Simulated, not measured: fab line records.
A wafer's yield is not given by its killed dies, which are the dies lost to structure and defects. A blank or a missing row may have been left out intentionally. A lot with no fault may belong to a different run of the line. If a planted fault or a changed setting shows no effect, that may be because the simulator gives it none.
Chamber matching | flow nand_harc | 4 sister chambers for NHARC_A_STAIRCASE_ALD_420 on ald_hk-03
The step deposits SiO2, target thk 20 nm, pulse time 6 s, ald cycles 200. 20 wafers are shown with their chamber, then 10 later ones without.

## WAFERS PAIRED WITH THEIR CHAMBERS
wafer  | chamber | heater_power_w (W) | precursor_pulse_height_rel
L075.1 | 0       | 392                | 1.008
L075.2 | 2       | 448                | 1.016
L075.5 | 3       | 496                | 0.980
L079.2 | 0       | 388                | 0.997
L079.4 | 3       | 503                | 1.009
L079.6 | 3       | 512                | 1.008
L080.3 | 0       | 382                | 0.974
L080.4 | 1       | 429                | 1.023
L080.5 | 3       | 506                | 1.013
L082.1 | 1       | 425                | 1.016
L082.5 | 2       | 428                | 1.007
L082.6 | 1       | 416                | 0.971
L085.1 | 1       | 435                | 1.024
L085.3 | 2       | 421                | 1.018
L085.5 | 0       | 396                | 0.994
L089.3 | 2       | 424                | 0.994
L089.4 | 0       | 398                | 1.060
L089.5 | 0       | 396                | 1.028
L090.1 | 0       | 391                | 1.011
L090.3 | 3       | 500                | 1.037

SIGNATURES, as means of the wafers listed above
reading                    | chamber 0 | chamber 1 | chamber 2 | chamber 3 | scatter within a chamber
heater_power_w             | 391.86    | 426.25    | 430.25    | 503.40    | 7.78
precursor_pulse_height_rel | 1.01029   | 1.00850   | 1.00875   | 1.00940   | 0.023
Rule: for each reading, subtract the chamber's mean from the wafer's reading, divide by that reading's scatter and square the result; add these up over the readings and take the root, which gives the wafer's distance from the chamber. The wafer belongs to the nearest chamber; if the next one is less than 2 further off, it can't be placed. The scatter is the square root of a quotient: the sum, over the shown wafers, of each reading's squared deviation from its chamber's mean, divided by wafers minus chambers.

## WAFERS WITHOUT THEIR CHAMBER
wafer  | heater_power_w (W) | precursor_pulse_height_rel
L090.4 | 423                | 0.951
L092.1 | 429                | 1.022
L092.4 | 481                | 1.007
L092.5 | 389                | 0.984
L094.1 | 484                | 0.979
L094.2 | 438                | 0.975
L094.3 | 408                | 1.021
L094.4 | 400                | 1.004
L094.5 | 435                | 0.988
L094.6 | 389                | 0.987

## THE CHAMBER EACH PASSED THROUGH
wafer  | from the rows above          | in truth
L090.4 | can't be placed: 1 or 2      | 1
L092.1 | can't be placed: 2 or 1      | 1
L092.4 | 3                            | 3
L092.5 | 0                            | 0
L094.1 | 3                            | 3
L094.2 | can't be placed: 2 or 1      | 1
L094.3 | can't be placed: 0 or 1 or 2 | 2
L094.4 | 0                            | 0
L094.5 | can't be placed: 2 or 1      | 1
L094.6 | 0                            | 0
Correctly placed: 5 of 10. Cannot be placed on the basis of these rows: 5; the candidates contain the true chamber in 5. Wrongly placed: 0.
